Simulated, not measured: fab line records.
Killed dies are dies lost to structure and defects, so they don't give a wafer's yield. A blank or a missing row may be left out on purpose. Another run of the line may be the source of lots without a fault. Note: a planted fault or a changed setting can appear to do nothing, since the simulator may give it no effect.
Which of the tools did it?	flow n5-finfet	Sampling: 9 lots, 24 wafers, 5 of 1938 route steps

== WHAT EACH GAUGE READ, for each wafer ==
N5_MOL_CONTACT_COAG_CD_MEAS_40 targets a cd of 25.1 nm. Usual: cd-nm reads 25.03 nm (standard deviation 0.25).
lot	measured	on	cd-nm (nm)	flag
L694	day 5 11:24	cd-sem-03	25.28 24.90 24.92	
L697	day 6 02:44	cd-sem-01	25.11 24.93 25.13	
L700	day 6 22:37	cd-sem-02	25.28 24.70 25.23	
L705	day 8 05:21	cd-sem-02	24.82 25.62	
L706	day 8 09:04	cd-sem-01	25.33 25.07	
L707	day 8 19:58	cd-sem-01	25.02 24.65	
L710	day 9 12:24	cd-sem-03	24.67 25.03 24.93	
L714	day 10 10:17	cd-sem-01	25.10 24.78 25.09	
L715	day 10 16:23	cd-sem-03	24.93 25.08 24.79	

N5_BEOL_M4_RC_MEAS_101. Usual: DIBL_N 36.1 mV/V, standard deviation 2.5; DIBL_P 36 mV/V, standard deviation 3.3; IOFF_N 0.16 nA/um, standard deviation 0.046; IOFF_P 0.20 nA/um, standard deviation 0.051; ION_N 676 uA/um, standard deviation 16; ION_P 462 uA/um, standard deviation 11; SS_N 71.6 mV/dec, standard deviation 0.87; SS_P 73.2 mV/dec, standard deviation 0.86; VT_N 251 mV, standard deviation 4.4; VT_P -252 mV, standard deviation 4.6.
lot	measured	on	DIBL_N (mV/V)	DIBL_P (mV/V)	IOFF_N (nA/um)	IOFF_P (nA/um)	ION_N (uA/um)	ION_P (uA/um)	SS_N (mV/dec)	SS_P (mV/dec)	VT_N (mV)	VT_P (mV)	flag
L694	day 9 00:22	prober-02	39.6 32.8 35.8	40 33 34	0.22 0.11 0.17	0.24 0.14 0.17	684 672 671	462 458 455	72.7 70.8 72.8	74.3 72.5 72.4	247 257 255	-252 -255 -253	
L697	day 10 15:59	prober-01	41.4 34.6 33.7	40 34 32	0.26 0.13 0.11	0.23 0.16 0.14	679 680 660	461 467 451	74.1 71.1 70.6	74.1 72.8 72.3	248 254 255	-252 -253 -256	
L700	day 10 19:55	prober-01	33.5 36.6 35.9	33 37 36	0.12 0.17 0.15	0.16 0.22 0.19	688 677 699	473 462 472	70.3 72.3 71.2	72.1 73.1 72.9	253 247 251	-253 -251 -251	
L705	day 12 06:50	prober-01	35.4 34.7	35 36	0.18 0.17	0.18 0.21	668 690	453 474	72.7 71.2	72.9 73.4	246 245	-251 -249	
L706	day 12 11:47	prober-01	37.9 34.2	39 35	0.20 0.15	0.21 0.17	692 681	461 455	72.2 70.8	73.8 72.6	244 246	-251 -253	
L707	day 13 06:30	prober-01	37.8 38.4	36 39	0.21 0.24	0.19 0.24	676 706	452 474	73.2 72.7	72.3 72.9	247 243	-250 -245	
L710	day 13 19:27	prober-01	35.8 36.5 39.0	34 36 38	0.13 0.13 0.18	0.16 0.18 0.20	680 673 680	465 463 457	71.4 71.2 72.0	72.1 73.1 73.3	253 254 252	-253 -251 -252	
L714	day 14 23:05	prober-02	38.2 38.2 37.5	38 39 38	0.19 0.19 0.18	0.24 0.26 0.24	660 679 692	462 471 474	72.5 72.5 71.3	73.5 74.0 73.4	248 249 246	-243 -247 -245	
L715	day 15 02:44	prober-01	40.5 39.1 35.2	40 40 34	0.22 0.21 0.11	0.27 0.30 0.19	656 690 630	451 481 447	73.0 72.1 70.9	73.8 74.3 72.7	252 248 256	-249 -245 -251	

== WHICH TOOL RAN EACH LOT (tool, then ch and the chambers of the sampled wafers, then the start) ==
lot	N5_MOL_CONTACT_COAG_ETCHBACK_135	N5_MOL_CONTACT_COAG_ETCH_65	N5_MOL_CONTACT_COAG_ETCH_66
L694	rie-diel-02 ch 0,3, day 5 10:41	rie-diel-05 ch 0,2, day 5 11:33	rie-diel-05 ch 0,2, day 5 11:34
L697	rie-diel-02 ch 0,1,2, day 6 01:55	rie-diel-05 ch 1,3, day 6 02:57	rie-diel-05 ch 1,3, day 6 02:58
L700	rie-diel-03 ch 0,2, day 6 21:49	rie-diel-02 ch 0,1,2, day 6 22:59	rie-diel-02 ch 0,1,2, day 6 23:01
L705	rie-diel-05 ch 2,3, day 8 04:40	rie-diel-05 ch 0,2, day 8 05:31	rie-diel-05 ch 0,2, day 8 05:32
L706	rie-diel-05 ch 1, day 8 08:15	rie-diel-05 ch 0,2, day 8 09:13	rie-diel-05 ch 0,2, day 8 09:14
L707	rie-diel-02 ch 3, day 8 19:17	rie-diel-05 ch 0,3, day 8 20:17	rie-diel-05 ch 0,3, day 8 20:19
L710	rie-diel-05 ch 0,1, day 9 11:35	rie-diel-02 ch 0,1, day 9 12:34	rie-diel-02 ch 0,1, day 9 12:35
L714	rie-diel-02 ch 1,2,3, day 10 09:37	rie-diel-02 ch 0,1,3, day 10 10:44	rie-diel-02 ch 0,1,3, day 10 10:45
L715	rie-diel-02 ch 1,2, day 10 15:41	rie-diel-02 ch 0,3, day 10 16:32	rie-diel-02 ch 0,3, day 10 16:34
- N5_MOL_CONTACT_COAG_ETCHBACK_135: etches SiO2 in CHF3, target depth 25 nm, time 16.7 s.
- N5_MOL_CONTACT_COAG_ETCH_65: etches underlayer in N2/H2, target depth 13 nm, time 10.4 s.
- N5_MOL_CONTACT_COAG_ETCH_66: etches SiARC in CF4, target depth 13 nm, time 21.7 s.

== WHAT THE TOOLS THEMSELVES READ (means of the sampled wafers that have a number; where no wafer has one, the mark that the record gives instead) ==
N5_MOL_CONTACT_COAG_ETCHBACK_135. Usual: for chamber-pressure-mTorr, 30.00 mTorr with a standard deviation of 0.061; for drypump-motor-current-A, 5.8 A with a standard deviation of 0.41; for oes_ar_750_au, 0.79 a.u. with a standard deviation of 0.082; for oes-product-au, 0.79 a.u. with a standard deviation of 0.087; for rf-vpp-V, 530 V with a standard deviation of 15; for showerhead-plenum-p-Torr, 2.41 Torr with a standard deviation of 0.078; for throttle-valve-pct, 18.75 % with a standard deviation of 0.24.
lot	tool	chamber-pressure-mTorr (mTorr)	drypump-motor-current-A (A)	oes_ar_750_au (a.u.)	oes-product-au (a.u.)	rf-vpp-V (V)	showerhead-plenum-p-Torr (Torr)	throttle-valve-pct (%)	flag
L694	rie-diel-02	30.00	5.8	0.81	0.81	534	2.35	18.77	
L697	rie-diel-02	30.01	5.7	0.90	0.90	522	2.47	18.43	
L700	rie-diel-03	30.00	5.3	0.90	0.89	529	2.43	18.62	
L705	rie-diel-05	30.02	6.0	0.77	0.79	538	2.41	18.94	
L706	rie-diel-05	30.00	5.9	0.85	0.86	530	2.31	18.59	
L707	rie-diel-02	29.98	5.7	0.72	0.70	536	2.27	18.98	
L710	rie-diel-05	30.00	5.8	0.80	0.80	525	2.35	18.64	
L714	rie-diel-02	29.98	5.5	0.79	0.79	524	2.38	18.66	
L715	rie-diel-02	29.98	5.5	0.82	0.82	515	2.45	18.56	

N5_MOL_CONTACT_COAG_ETCH_65. Usual: chamber-pressure-mTorr 30.006 mTorr, standard deviation 0.029; drypump-motor-current-A 5.8 A, standard deviation 0.42; etch-rf-on-time-s 10.3 s, standard deviation 0.45; h2-flow-sccm 200.0 sccm, standard deviation 0.57; oes-product-au 0.69 a.u., standard deviation 0.076; rf-vpp-V 524.7 V, standard deviation 2.5; showerhead-plenum-p-Torr 2.57 Torr, standard deviation 0.089; throttle-valve-pct 17.91 %, standard deviation 0.23.
lot	tool	chamber-pressure-mTorr (mTorr)	drypump-motor-current-A (A)	etch-rf-on-time-s (s)	h2-flow-sccm (sccm)	oes-product-au (a.u.)	rf-vpp-V (V)	showerhead-plenum-p-Torr (Torr)	throttle-valve-pct (%)	flag
L694	rie-diel-05	30.023	6.3	10.2	200.8	0.73	524.1	2.55	17.91	
L697	rie-diel-05	29.990	5.6	10.6	199.9	0.66	524.8	2.59	17.96	
L700	rie-diel-02	30.031	5.7	9.8	200.3	0.76	527.3	2.65	17.67	
L705	rie-diel-05	29.998	6.2	8.1	200.1	0.81	524.0	2.56	17.98	OFF
L706	rie-diel-05	30.017	6.1	8.2	199.4	0.80	525.3	2.56	18.01	OFF
L707	rie-diel-05	30.017	5.5	8.4	199.6	0.73	526.9	2.65	18.09	OFF
L710	rie-diel-02	30.003	5.6	9.8	200.0	0.75	525.9	2.62	17.59	
L714	rie-diel-02	29.998	5.8	10.0	199.9	0.70	524.3	2.56	17.84	
L715	rie-diel-02	29.996	5.9	10.3	199.9	0.64	522.5	2.51	18.10	

N5_MOL_CONTACT_COAG_ETCH_66. Usual: for chamber-pressure-mTorr, 40.01 mTorr with a standard deviation of 0.12; for drypump-motor-current-A, 5.8 A with a standard deviation of 0.42; for etch-rf-on-time-s, 21.6 s with a standard deviation of 0.98; for oes-product-au, 0.69 a.u. with a standard deviation of 0.078; for rf-vpp-V, 184.3 V with a standard deviation of 1.2; for showerhead-plenum-p-Torr, 2.16 Torr with a standard deviation of 0.067; for throttle-valve-pct, 15.61 % with a standard deviation of 0.23.
lot	tool	chamber-pressure-mTorr (mTorr)	drypump-motor-current-A (A)	etch-rf-on-time-s (s)	oes-product-au (a.u.)	rf-vpp-V (V)	showerhead-plenum-p-Torr (Torr)	throttle-valve-pct (%)	flag
L694	rie-diel-05	39.99	6.3	21.4	0.73	183.6	2.13	15.59	
L697	rie-diel-05	40.01	5.6	22.4	0.66	183.6	2.19	15.77	
L700	rie-diel-02	39.98	5.7	20.4	0.77	185.6	2.22	15.33	
L705	rie-diel-05	40.00	6.1	21.6	0.68	183.9	2.15	15.62	
L706	rie-diel-05	40.01	6.2	21.5	0.68	183.6	2.15	15.63	
L707	rie-diel-05	40.00	5.6	22.5	0.60	184.2	2.21	15.77	
L710	rie-diel-02	39.99	5.7	20.5	0.75	185.3	2.20	15.33	
L714	rie-diel-02	40.01	5.8	21.4	0.69	184.3	2.15	15.52	
L715	rie-diel-02	40.06	5.8	21.5	0.64	183.9	2.10	15.68	

== THE ANSWER, worked out from the rows above alone ==
Rule: a lot counts as off when the mean over its wafers that have a number is more than 3 standard deviations away from the usual mean. A lot without any number at a reading at which 4 lots or more have one is off too. Where the step has rows for the other lots, those lots are counted as sound. Order of review: gauges by route order, followed by the tools' own readings, for which a lot's mean as printed above is used. The first step at which some lot is off is used, and at that step the reading that is off furthest; a lot without a number counts as furthest.
Off: L705, L706, L707, at N5_MOL_CONTACT_COAG_ETCH_65 (etch-rf-on-time-s).
A tool fits if, at that step or a process step before it, it ran every lot that is off, and no sound lot after the first of them. One candidate fits, namely rie-diel-05 at N5_MOL_CONTACT_COAG_ETCH_65. A fault onset in the window from L697 (day 6 02:57, its last sound lot) to L705 (day 8 05:31, its first lot off) fits.
On the lots that are off, the tool's own readings at N5_MOL_CONTACT_COAG_ETCH_65 differ by more than 5 times the standard deviation of the sound lots' means, which bears it out; etch-rf-on-time-s reads 8.2 s there versus 10.1 s on the sound lots.

== WHAT THE SIMULATOR HAD PUT IN ==
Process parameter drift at N5_MOL_CONTACT_COAG_ETCH_65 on rie-diel-05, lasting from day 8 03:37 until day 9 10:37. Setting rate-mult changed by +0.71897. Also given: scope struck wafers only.
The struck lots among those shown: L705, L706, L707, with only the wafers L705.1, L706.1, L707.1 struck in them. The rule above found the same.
